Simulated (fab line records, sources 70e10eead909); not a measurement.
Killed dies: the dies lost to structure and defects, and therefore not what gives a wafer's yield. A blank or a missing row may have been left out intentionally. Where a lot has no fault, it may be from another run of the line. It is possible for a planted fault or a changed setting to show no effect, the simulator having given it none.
Matching of chambers + flow nand-harc + rie-diel-01 running NHARC_A_M1_DESCUM_14: 4 sister chambers
The step chemistry O2, time 3 s. 14 wafers are shown with their chamber, then 7 later ones without.

## WAFERS, EACH WITH ITS CHAMBER
| wafer  | chamber | showerhead-plenum-p-Torr (Torr) | drypump-motor-current-A (A) | oes-product-au (a.u.) |
|--------|---------|---------------------------------|-----------------------------|-----------------------|
| L441.1 | 1       | 1.85                            | 6.1                         | 1.002                 |
| L441.3 | 2       | 1.91                            | 5.8                         | 1.003                 |
| L441.6 | 1       | 1.85                            | 6.1                         | 0.999                 |
| L444.1 | 3       | 2.02                            | 6.6                         | 0.987                 |
| L444.4 | 3       | 2.02                            | 6.6                         | 0.994                 |
| L444.5 | 0       | 1.89                            | 5.2                         | 0.997                 |
| L447.1 | 2       | 1.91                            | 5.8                         | 1.007                 |
| L447.2 | 3       | 2.02                            | 6.5                         | 0.990                 |
| L447.5 | 0       | 1.88                            | 5.2                         | 1.003                 |
| L456.1 | 2       | 1.91                            | 5.8                         | 1.011                 |
| L456.3 | 3       | 2.02                            | 6.6                         | 0.998                 |
| L456.4 | 0       | 1.88                            | 5.2                         | 1.013                 |
| L458.1 | 2       | 1.91                            | 5.8                         | 0.999                 |
| L458.3 | 0       | 1.88                            | 5.2                         | 1.000                 |

SIGNATURES (averages over the wafers above)
| reading                  | chamber 0 | chamber 1 | chamber 2 | chamber 3 | scatter within a chamber |
|--------------------------|-----------|-----------|-----------|-----------|--------------------------|
| showerhead-plenum-p-Torr | 1.8825    | 1.8500    | 1.9100    | 2.0200    | 0.00274                  |
| drypump-motor-current-A  | 5.200     | 6.100     | 5.800     | 6.575     | 0.0274                   |
| oes-product-au           | 1.00325   | 1.00050   | 1.00500   | 0.99225   | 0.00546                  |
Rule: distance of a wafer from a chamber = root of the sum over the readings of ((wafer's reading minus chamber's mean) / reading's scatter) squared. The wafer belongs to the nearest chamber; if the next one is less than 2 further off, it can't be placed. How the scatter is found: for the shown wafers, subtract from each reading the mean of its chamber, square and add these, divide the total by (wafers less chambers), then take the root.

## WAFERS WITHOUT THEIR CHAMBER
| wafer  | showerhead-plenum-p-Torr (Torr) | drypump-motor-current-A (A) | oes-product-au (a.u.) |
|--------|---------------------------------|-----------------------------|-----------------------|
| L458.4 | 1.85                            | 6.1                         | 1.000                 |
| L462.1 | 2.02                            | 6.6                         | 0.994                 |
| L462.4 | 1.91                            | 5.8                         | 0.993                 |
| L462.5 | 1.91                            | 5.8                         | 0.997                 |
| L464.1 | 1.88                            | 5.2                         | 0.996                 |
| L464.2 | 1.85                            | 6.1                         | 1.000                 |
| L464.6 | 1.85                            | 6.2                         | 1.009                 |

## THE CHAMBER EACH PASSED THROUGH
| wafer  | from the rows above | in truth |
|--------|---------------------|----------|
| L458.4 | 1                   | 1        |
| L462.1 | 3                   | 3        |
| L462.4 | 2                   | 2        |
| L462.5 | 2                   | 2        |
| L464.1 | 0                   | 0        |
| L464.2 | 1                   | 1        |
| L464.6 | 1                   | 1        |
Placed correctly: 7 of 7. Number that these rows cannot place: 0. Number placed wrongly: 0.
